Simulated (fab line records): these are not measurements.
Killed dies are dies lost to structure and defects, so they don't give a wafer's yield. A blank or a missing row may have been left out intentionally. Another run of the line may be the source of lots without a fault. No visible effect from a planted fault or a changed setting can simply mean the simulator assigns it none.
What tool caused it? || flow nand harc || 6 lots, 18 wafers sampled, at 3 steps of a route of 1302

## WHAT EACH GAUGE READ, for each wafer
NHARC_THIN_TSV_CD_MEAS_37.
{"lot": "L431", "measured": "day 24 09:25", "on": "cd sem-03", "cd nm (nm)": "5004.0 5003.6 4997.5"}
{"lot": "L434", "measured": "day 25 18:01", "on": "cd sem-03", "cd nm (nm)": "4996.7 4997.3 5000.9"}
{"lot": "L438", "measured": "day 27 12:06", "on": "cd sem-02", "cd nm (nm)": "4999.6 4999.0 4995.8"}
{"lot": "L439", "measured": "day 27 22:45", "on": "cd sem-02", "cd nm (nm)": "4997.6 5001.8 5004.4"}
{"lot": "L443", "measured": "day 28 23:31", "on": "cd sem-01", "cd nm (nm)": "5003.4 5003.2 5001.1"}
{"lot": "L446", "measured": "day 30 00:29", "on": "cd sem-03", "cd nm (nm)": "4994.0 4996.6 4997.8"}

## WHICH TOOL RAN EACH LOT (tool, then ch and the chambers of the sampled wafers, then the start)
{"lot": "L431", "NHARC_A_BONDPAD_PVD_27": "pvd sputter-02, day 23 13:35", "NHARC_THIN_TSV_ETCH_15": "rie si-05 ch 0,3, day 24 02:52"}
{"lot": "L434", "NHARC_A_BONDPAD_PVD_27": "pvd sputter-02, day 24 21:10", "NHARC_THIN_TSV_ETCH_15": "rie si-02 ch 0,1,2, day 25 11:35"}
{"lot": "L438", "NHARC_A_BONDPAD_PVD_27": "pvd sputter-02, day 26 14:26", "NHARC_THIN_TSV_ETCH_15": "rie si-03 ch 2,3, day 27 05:21"}
{"lot": "L439", "NHARC_A_BONDPAD_PVD_27": "pvd sputter-03, day 27 01:43", "NHARC_THIN_TSV_ETCH_15": "rie si-03 ch 0,1,2, day 27 16:14"}
{"lot": "L443", "NHARC_A_BONDPAD_PVD_27": "pvd sputter-02, day 28 03:38", "NHARC_THIN_TSV_ETCH_15": "rie si-02 ch 0,1, day 28 17:00"}
{"lot": "L446", "NHARC_A_BONDPAD_PVD_27": "pvd sputter-01, day 29 03:26", "NHARC_THIN_TSV_ETCH_15": "rie si-05 ch 0,2, day 29 17:54"}
- NHARC_A_BONDPAD_PVD_27: deposits Cu, target thk 30 nm, time 20.49 s.
- NHARC_THIN_TSV_ETCH_15: target depth 3000 nm, bosch target overetch cycles 2, bosch etch step 2.8 s.

## THE ANSWER, worked out from the rows above alone
Rule: usual is defined by the lots themselves. Put in order of their means at a reading, lots are off if they are a third of the lots or fewer, leave a main group of 4 or more, and stand apart from it by a gap of 3 or more times the standard deviation of the main group's means; of several such gaps the widest counts. Not used: any main group whose means are identical at the precision the tables above print for the reading. Also off: a lot with no number at a reading for which 4 or more lots have one. The other lots that the step has rows for count as sound.
Nothing can be told from this: no lot is off at any reading shown.

## WHAT THE SIMULATOR HAD PUT IN
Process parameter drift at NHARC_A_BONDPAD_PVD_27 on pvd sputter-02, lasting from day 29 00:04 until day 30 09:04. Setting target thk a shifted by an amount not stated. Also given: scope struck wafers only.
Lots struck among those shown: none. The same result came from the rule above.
